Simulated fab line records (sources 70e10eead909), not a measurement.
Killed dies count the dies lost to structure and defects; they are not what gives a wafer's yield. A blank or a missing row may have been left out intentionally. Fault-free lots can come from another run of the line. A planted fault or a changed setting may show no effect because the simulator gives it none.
fab line records    flow nand-harc
[record] lots = 12  wafers = 36  last-day = 24
route steps=1159 shown P_M2@336 P_BONDPAD@352 END@1159
lots that met no fault: from a run of the same line without faults
start-h: the number of hours between the record's first day and the start of the first shown wafer of the lot    wait-h: time in hours since the lot's previous step    " repeats the value in the row above    L1.1+2: several wafers, shown together as one row    - no value present, or no start provided    * or withheld: withheld    < > ~ a bound
route shown NAME@n: a module of which the file shows steps, and the number in the route of the first    usual: mean and standard deviation over wafers with no fault    same: alike in all rows    chamber/n: place in a boat    sites: each site's reading    _std_site: standard deviation of those values    _edge_site: inner sites' mean taken away from outer sites' mean    radius-mm: how far each site lies from the wafer's centre    mask NAME#n: copy n    behind: the last tool/chamber to shape the wafer    hold: reason for holding the lot/hours on hold/outcome of the hold    device: whichever transistor did not switch (one of n, p or np)    end of line: at the end of the route, the tests of the same wafers    for a step that has no rows: nothing shown but its recipe    killed: not the wafer's yield, but the dies lost to structure and defects at the first sort    map: a wafer's dies, marking killed ones x, the rest . and places with no die _
set.NAME: the setting that was run; set.NAME@STEP: the one run at that earlier step    model.NAME: the simulator's own value behind a step, which no gauge read
a sample of lots followed through the steps of the route, with each step as a table and each wafer as a row
services: when a tool's chamber went out of use (start-h, in hours from the record's first day, below 0 if earlier), for how many hours, and the reason
[[steps]]
[step NHARC_P_M2_ETCH_28]
[recipe] target-depth-a = 300  over-etch-frac = 0.3  time-s = 72.99  ion-energy-ev = 150  cf4-flow-sccm = 50  n2-flow-sccm = 100  ar-flow-sccm = 150  rf-w = 300  bias-w = 100  chemistry = CF4/N2
[usual] drypump-motor-current-A = 5.55/0.22  n2-flow-sccm = 100.01/0.29  oes-product-au = 0.995/0.014  rf-vpp-V = 313.4/1.8  showerhead-plenum-p-Torr = 2.57/0.096  throttle-valve-pct = 19.795/0.0092
lot.wafer  tool         chamber  start-h  wait-h  drypump-motor-current-A  n2-flow-sccm  oes-product-au  rf-hours-counter-h  rf-vpp-V  showerhead-plenum-p-Torr  throttle-valve-pct
L586.2     rie-diel-03  1        -        -       5.27                     100.29        0.990           31                  312.3     2.55                      19.803
L586.6     "            3        "        "       5.18                     99.97         0.992           -                   312.0     2.55                      19.802
L586.5     "            1        "        "       5.26                     99.78         0.992           -                   313.3     2.55                      19.784
L584.4     rie-diel-05  3        -        -       5.36                     100.28        1.019           5                   313.0     2.62                      19.796
L584.3     "            1        "        "       5.40                     99.96         1.013           5                   310.2     2.47                      19.796
L584.1     "            2        "        "       5.74                     100.37        1.005           5                   312.2     2.47                      19.811
L587.2     rie-diel-05  0        -        -       5.75                     99.86         1.001           5                   316.2     2.67                      19.789
L587.3     "            2        "        "       5.76                     100.17        1.018           6                   312.3     2.47                      19.786
L587.4     "            3        "        "       5.39                     99.59         1.020           5                   316.0     2.62                      19.794
L594.1     rie-diel-05  0        -        -       5.71                     100.49        0.969           1                   314.4     2.67                      19.787
L594.3     "            2        "        "       5.77                     100.01        0.992           1                   312.0     2.47                      19.785
L594.2     "            3        "        "       5.34                     99.49         0.995           1                   314.3     2.62                      19.796
L596.3     rie-diel-12  1        -        -       5.39                     100.08        0.994           34                  311.6     2.53                      19.796
L596.4     "            3        "        "       5.97                     100.20        1.018           33                  316.9     2.72                      19.796
L596.1     "            0        "        "       6.09                     99.79         0.991           33                  310.9     2.46                      19.795
L598.2     rie-diel-05  2        -        -       5.79                     100.05        0.995           2                   311.4     2.47                      19.805
L598.1     "            3        "        "       5.34                     99.77         1.003           2                   316.1     2.62                      19.811
L598.3     "            0        "        "       5.73                     100.25        0.969           2                   315.2     2.67                      19.771
L601.3     rie-diel-05  2        -        -       5.73                     100.08        0.994           2                   312.9     2.47                      19.791
L601.1     "            0        "        "       5.73                     100.42        0.967           2                   315.2     2.67                      19.802
L601.6     "            0        "        "       5.73                     100.64        0.972           -                   312.5     2.67                      19.808
L602.1     rie-diel-05  2        -        -       5.75                     100.04        0.992           3                   311.7     2.47                      19.785
L602.3     "            1        "        "       5.40                     100.01        0.980           2                   311.8     2.46                      19.784
L602.6     "            2        "        "       5.74                     100.27        1.003           -                   310.8     2.47                      19.802
L603.3     rie-diel-05  0        -        -       5.74                     99.80         0.979           3                   316.7     2.67                      19.793
L603.1     "            2        "        "       5.74                     99.91         0.993           3                   310.6     2.47                      19.778
L603.6     "            0        "        "       5.70                     99.81         0.969           -                   314.7     2.67                      19.817
L604.2     rie-diel-05  1        -        -       5.41                     100.08        0.987           2                   311.5     2.46                      19.787
L604.4     "            3        "        "       5.36                     99.93         1.008           3                   314.0     2.62                      19.803
L604.1     "            0        "        "       5.73                     99.96         0.978           3                   315.7     2.67                      19.799
L605.1     rie-diel-05  1        -        -       5.39                     99.39         0.984           2                   311.3     2.46                      19.784
L605.5     "            0        "        "       5.72                     99.43         0.977           -                   315.7     2.67                      19.804
L605.4     "            2        "        "       5.76                     99.90         1.016           -                   312.0     2.47                      19.803
L607.3     rie-diel-05  3        -        -       5.34                     100.00        0.999           4                   315.4     2.62                      19.801
L607.2     "            2        "        "       5.74                     100.02        1.006           4                   310.6     2.47                      19.783
L607.6     "            0        "        "       5.72                     99.98         0.978           -                   315.6     2.67                      19.780
[step NHARC_P_BONDPAD_CMP_32]
[recipe] target-thk-nm = 200  material = SiCN
[usual] motor-current-A = 12.1/1.1  slurry-filter-dp-kPa = 13.48/0.14
lot.wafer  tool    chamber  start-h  wait-h  motor-current-A  slurry-filter-dp-kPa
L586.2     cmp-02  1        139.61   0.7     12.6             13.47
L586.6     "       3        "        "       10.9             13.67
L586.5     "       0        "        "       11.6             13.56
L584.1     cmp-03  2        139.65   -       13.0             13.59
L584.4     "       3        "        "       13.0             13.42
L584.3     "       0        "        "       11.2             13.69
L587.2     cmp-02  2        148.93   -       11.8             13.58
L587.3     "       3        "        "       10.8             13.55
L587.4     "       1        "        "       13.2             13.58
L594.3     cmp-03  2        193.38   -       12.1             13.48
L594.1     "       3        "        "       13.2             13.51
L594.2     "       0        "        "       11.2             13.16
L596.1     cmp-03  3        204.53   -       13.0             13.82
L596.3     "       0        "        "       11.3             13.83
L596.4     "       1        "        "       12.6             13.59
L598.3     cmp-04  1        230.72   -       12.9             13.46
L598.1     "       3        "        "       13.5             13.36
L598.2     "       0        "        "       12.8             13.34
L601.3     cmp-04  3        231.86   -       13.8             13.41
L601.1     "       1        "        "       13.6             13.65
L601.6     "       2        "        "       9.7              13.46
L602.1     cmp-03  2        240.28   -       12.2             13.46
L602.3     "       0        "        "       11.2             13.69
L602.6     "       2        "        "       12.1             13.52
L603.3     cmp-04  2        240.70   -       10.0             13.51
L603.1     "       0        "        "       12.7             13.64
L603.6     "       1        "        "       13.4             13.37
L604.4     cmp-02  3        243.83   -       11.6             13.39
L604.1     "       0        "        "       11.5             13.38
L604.2     "       1        "        "       12.4             13.44
L605.1     cmp-02  2        250.90   -       11.9             13.31
L605.4     "       3        "        "       11.8             13.60
L605.5     "       0        "        "       12.2             13.71
L607.2     cmp-04  1        262.66   -       13.4             13.17
L607.3     "       2        "        "       9.6              13.56
L607.6     "       1        "        "       12.8             13.68
[step NHARC_P_BONDPAD_SOFTBAKE_04]
[recipe] temp-c = 125  time-s = 70
[usual] heater-power-total-W = 200.8/1.3  plate-temp-C = 125.01/0.14
lot.wafer  tool            chamber  start-h  wait-h  heater-power-total-W  plate-temp-C
L586.2     litho-track-03  0        139      -       199.1                 124.98
L586.5     "               0        "        "       199.1                 125.10
L586.6     "               0        "        "       202.6                 125.05
L584.1     litho-track-03  0        140      -       202.4                 125.08
L584.3     "               0        "        "       199.5                 124.98
L584.4     "               0        "        "       199.9                 125.07
L587.2     litho-track-05  0        149      -       199.6                 124.99
L587.3     "               0        "        "       199.4                 125.20
L587.4     "               0        "        "       200.7                 124.95
L594.1     litho-track-03  0        193      -       207.4                 128.77
L594.2     "               0        "        "       209.9                 128.67
L594.3     "               0        "        "       210.1                 128.78
L596.1     litho-track-03  0        204      -       209.7                 128.51
L596.3     "               0        "        "       208.5                 128.67
L596.4     "               0        "        "       209.3                 128.79
L598.1     litho-track-07  0        231      -       199.3                 125.00
L598.2     "               0        "        "       200.1                 125.40
L598.3     "               0        "        "       202.7                 125.17
L601.1     litho-track-07  0        232      -       198.9                 124.93
L601.3     "               0        "        "       202.7                 124.95
L601.6     "               0        "        "       200.4                 125.12
L602.1     litho-track-07  0        240      -       199.2                 125.10
L602.3     "               0        "        "       199.9                 124.95
L602.6     "               0        "        "       202.4                 124.98
L603.1     litho-track-07  0        241      -       201.7                 124.92
L603.3     "               0        "        "       201.8                 124.96
L603.6     "               0        "        "       199.2                 125.04
L604.1     litho-track-05  0        244      -       201.7                 125.15
L604.2     "               0        "        "       198.8                 124.98
L604.4     "               0        "        "       202.4                 125.01
L605.1     litho-track-05  0        251      -       202.7                 125.24
L605.4     "               0        "        "       200.4                 125.17
L605.5     "               0        "        "       202.6                 125.34
L607.2     litho-track-05  0        263      -       200.0                 124.63
L607.3     "               0        "        "       198.8                 124.87
L607.6     "               0        "        "       200.8                 124.83
[step NHARC_P_BONDPAD_CD_MEAS_09]
[recipe] target-cd-nm = 500  landing-energy-ev = 500
[usual] cd-nm = 500.1/2.1
lot.wafer  tool       chamber  start-h  wait-h  cd-nm
L586.2     cd-sem-03  0        140.25   -       496.1
L586.5     "          0        "        "       500.1
L586.6     "          0        "        "       500.7
L584.1     cd-sem-03  0        140.34   -       500.6
L584.3     "          0        "        "       501.1
L584.4     "          0        "        "       499.8
L587.2     cd-sem-02  0        149.75   -       500.5
L587.3     "          0        "        "       501.3
L587.4     "          0        "        "       498.8
L594.1     cd-sem-01  0        194.21   -       494.8
L594.2     "          0        "        "       499.4
L594.3     "          0        "        "       499.4
L596.1     cd-sem-01  0        205.35   -       496.3
L596.3     "          0        "        "       498.1
L596.4     "          0        "        "       497.7
L598.1     cd-sem-03  0        231.54   -       502.5
L598.2     "          0        "        "       500.6
L598.3     "          0        "        "       500.6
L601.1     cd-sem-01  0        232.65   -       499.8
L601.3     "          0        "        "       496.0
L601.6     "          0        "        "       496.2
L602.1     cd-sem-03  0        241.09   -       501.7
L602.3     "          0        "        "       502.5
L602.6     "          0        "        "       502.4
L603.1     cd-sem-01  0        241.36   -       502.1
L603.3     "          0        "        "       502.7
L603.6     "          0        "        "       499.2
L604.1     cd-sem-02  0        244.66   -       500.1
L604.2     "          0        "        "       500.6
L604.4     "          0        "        "       500.8
L605.1     cd-sem-03  0        251.56   -       501.5
L605.4     "          0        "        "       505.3
L605.5     "          0        "        "       499.6
L607.2     cd-sem-03  0        263.46   -       499.5
L607.3     "          0        "        "       500.0
L607.6     "          0        "        "       503.9
[step NHARC_END_SORT_01]
[recipe] temp-c = 25
[usual] defect-limited-yield = 95.1/1.6  killed-at-array = 29/11  killed-at-other = 0.6/1  killed-at-periphery = 3.1/2.1  killed-dies = 33/11  killed-open = 3.1/1.9  killed-short = 1.9/1.5  sort_bin_2_pct = 1.5/0.66  sort_bin_3_pct = 0.29/0.23  sort_bin_4_pct = 3.1/0.98  sort-n-pass = 644/11  sort-rim-yield-pct = 96.9/2.3  sort-yield-pct = 95.1/1.6
[same] gross-dies = 677  sort_bin_5_pct[%] = 0  sort_bin_6_pct[%] = 0  sort_bin_7_pct[%] = 0  sort_bin_8_pct[%] = 0  sort-rim-n-gross = 106.00
lot.wafer  tool       chamber  start-h  wait-h  defect-limited-yield[%]  killed-at-array  killed-at-other  killed-at-periphery  killed-dies  killed-open  killed-short  sort_bin_2_pct[%]  sort_bin_3_pct[%]  sort_bin_4_pct[%]  sort-n-pass  sort-rim-yield-pct[%]  sort-yield-pct[%]
L584.1     prober-02  0        457.44   2.5     94.5                     33               0                4                    37           3            3             2.1                0.30               3.1                640          97.2                   94.5
L584.3     prober-02  0        459.07   3.1     94.4                     34               0                4                    38           4            1             2.5                0.30               2.8                639          96.2                   94.4
L584.4     prober-02  0        459.88   3.5     93.9                     39               0                2                    41           2            3             1.6                0.15               4.3                636          95.3                   93.9
L594.1     prober-01  0        515.52   2.5     96.9                     18               0                3                    21           5            1             0.7                0                  2.4                656          96.2                   96.9
L594.2     prober-01  0        516.33   2.8     95.9                     27               0                1                    28           10           2             1.3                0.15               2.7                649          93.4                   95.9
L594.3     prober-01  0        517.15   3.1     97.3                     14               0                4                    18           5            1             0.4                0                  2.2                659          97.2                   97.3
L596.1     prober-01  0        530.69   2.5     96.2                     25               0                1                    26           3            1             1.2                0.30               2.4                651          99.1                   96.2
L596.3     prober-01  0        532.27   3.1     95.7                     26               0                3                    29           0            3             1.5                0                  2.8                648          100.0                  95.7
L596.4     prober-01  0        533.06   3.4     95.4                     29               0                2                    31           1            2             1.0                0                  3.5                646          99.1                   95.4
L603.1     prober-02  0        549.02   2.5     94.4                     33               0                5                    38           8            2             1.3                0.15               4.1                639          97.2                   94.4
L603.3     prober-02  0        550.61   3.1     95.9                     27               0                1                    28           3            0             1.6                0.15               2.4                649          100.0                  95.9
L603.6     prober-02  0        552.99   4.0     97.0                     16               0                4                    20           2            1             0.7                0.30               1.9                657          97.2                   97.0
// killed by level:class
L584.1 A_SLIT:chamber-film-flake=12 A_CHANNEL_HOLE_D1:chamber-film-flake=10 A_CONTACT:chamber-film-flake=4 A_CONTACT:geometric-particle:open=2 P_ZERO_WELL:chamber-film-flake=2 P_CONTACT:geometric-particle:short=1 A_ONON_D1:geometric-particle:open=1 A_ONON_D1:geometric-particle:short=1
L584.3 A_CHANNEL_HOLE_D1:chamber-film-flake=14 A_SLIT:chamber-film-flake=7 A_CONTACT:chamber-film-flake=7 A_WL_FILL:chamber-film-flake=2 P_M1:geometric-particle:open=1 P_M2:geometric-particle:short=1 A_CHANNEL_FILL_D1:geometric-particle:open=1 A_CONTACT:geometric-particle:open=1
L584.4 A_CHANNEL_HOLE_D1:chamber-film-flake=19 A_SLIT:chamber-film-flake=8 A_CONTACT:chamber-film-flake=4 A_STAIRCASE:chamber-film-flake=2 A_ONON_D1:geometric-particle:short=1 A_WL_FILL:geometric-particle:short=1 A_WL_FILL:geometric-particle:open=1 A_CONTACT:geometric-particle:short=1
L594.1 A_CHANNEL_HOLE_D1:chamber-film-flake=7 A_CHANNEL_FILL_D1:geometric-particle:open=2 A_ZERO_WELL:chamber-film-flake=2 A_CONTACT:chamber-film-flake=2 P_CONTACT:geometric-particle:short=1 P_M2:geometric-particle:open=1 A_ONON_D1:geometric-particle:open=1 A_CONTACT:geometric-particle:open=1
L594.2 A_CHANNEL_HOLE_D1:chamber-film-flake=6 A_STAIRCASE:chamber-film-flake=4 A_CONTACT:geometric-particle:open=3 A_CHANNEL_FILL_D1:geometric-particle:open=2 A_WL_FILL:chamber-film-flake=2 A_CONTACT:chamber-film-flake=2 A_ONON_D1:geometric-particle:open=1 A_ONON_D1:geometric-particle:short=1
L594.3 A_CHANNEL_HOLE_D1:chamber-film-flake=5 A_CONTACT:chamber-film-flake=2 P_GATE:geometric-particle:open=1 P_CONTACT:geometric-particle:open=1 A_ONON_D1:geometric-particle:short=1 A_CHANNEL_HOLE_D1:geometric-particle:open=1 A_CHANNEL_FILL_D1:geometric-particle:open=1 A_WL_FILL:geometric-particle:open=1
L596.1 A_CHANNEL_HOLE_D1:chamber-film-flake=17 A_STAIRCASE:chamber-film-flake=3 A_CONTACT:chamber-film-flake=2 P_GATE:geometric-particle:open=1 A_ONON_D1:geometric-particle:open=1 A_CONTACT:geometric-particle:short=1 A_M0:geometric-particle:open=1
L596.3 A_CHANNEL_HOLE_D1:chamber-film-flake=14 A_CONTACT:chamber-film-flake=7 P_ZERO_WELL:chamber-film-flake=3 A_STAIRCASE:chamber-film-flake=2 A_CHANNEL_HOLE_D1:geometric-particle:short=1 A_CHANNEL_FILL_D1:geometric-particle:short=1 A_WL_FILL:geometric-particle:short=1
L596.4 A_CHANNEL_HOLE_D1:chamber-film-flake=19 A_STAIRCASE:chamber-film-flake=5 A_CONTACT:chamber-film-flake=3 P_CONTACT:geometric-particle:short=1 A_CHANNEL_FILL_D1:geometric-particle:short=1 A_BLC:geometric-particle:open=1 P_STI:chamber-film-flake=1
L603.1 A_CHANNEL_HOLE_D1:chamber-film-flake=12 A_CONTACT:chamber-film-flake=7 A_CHANNEL_FILL_D1:geometric-particle:open=4 P_GATE:chamber-film-flake=3 A_M0:chamber-film-flake=3 P_M1:geometric-particle:open=2 A_STAIRCASE:chamber-film-flake=2 A_ONON_D1:geometric-particle:open=1
L603.3 A_CHANNEL_HOLE_D1:chamber-film-flake=14 A_CONTACT:chamber-film-flake=7 A_STAIRCASE:chamber-film-flake=2 A_M0:chamber-film-flake=2 P_M2:geometric-particle:open=1 A_WL_FILL:geometric-particle:open=1 A_M0:geometric-particle:open=1
L603.6 A_CHANNEL_HOLE_D1:chamber-film-flake=7 A_STAIRCASE:chamber-film-flake=4 A_CONTACT:chamber-film-flake=3 P_GATE:chamber-film-flake=2 P_CONTACT:geometric-particle:open=1 A_CHANNEL_FILL_D1:geometric-particle:short=1 A_CHANNEL_FILL_D1:geometric-particle:open=1 P_STI:chamber-film-flake=1
[[services]]
tool            chamber  start-h  hours  kind
cmp-04          -        120.38   0.9    repair
cmp-02          -        128.61   4.0    pm
rie-diel-03     0        133.06   6.9    repair
rie-diel-05     2        147.80   9.8    repair
cmp-03          -        156.22   4.0    pm
rie-diel-05     -        163.60   9.0    pm
cmp-02          -        185.38   1.0    repair
litho-track-07  -        189.00   7.0    pm
rie-diel-05     -        193.21   0.1    repair
cmp-04          -        196.04   1.2    repair
cmp-04          -        199.58   1.4    repair
rie-diel-12     -        202.40   9.0    pm
cmp-04          -        203.01   4.0    pm
cmp-02          -        208.15   2.0    repair
litho-track-03  -        213.00   7.0    pm
cmp-04          -        213.88   3.5    repair
rie-diel-03     -        215.32   9.0    pm
rie-diel-05     1        217.38   12.8   repair
rie-diel-05     0        221.54   1.6    repair
cmp-02          -        226.72   4.0    pm
cmp-03          -        233.60   3.9    repair
litho-track-05  -        237.00   7.0    pm
rie-diel-05     3        243.16   6.4    repair
cmp-03          -        254.22   4.0    pm
[[key]]
[first-sign] step = NHARC_P_BONDPAD_SOFTBAKE_04  reading = plate-temp-C  direction = up  sigmas = 26  usual = *  struck = *
[effect] step = NHARC_P_BONDPAD_SOFTBAKE_04  reading = heater-power-total-W  direction = up  sigmas = 6.4  usual = *  struck = *
met-at NHARC_P_BONDPAD_SOFTBAKE_04
struck-lots L594,L596
not-acting-at NHARC_P_M2_ETCH_28,NHARC_P_BONDPAD_CMP_32,NHARC_P_BONDPAD_CD_MEAS_09
onset-between 140 193
[fault] kind = process-parameter-drift  tool = litho-track-03  chamber = -  onset-h = 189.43  steps = NHARC_P_BONDPAD_SOFTBAKE_04  channel = temp-c  offset = *  shape = step  end-h = 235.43  acts-in = *  stated = *
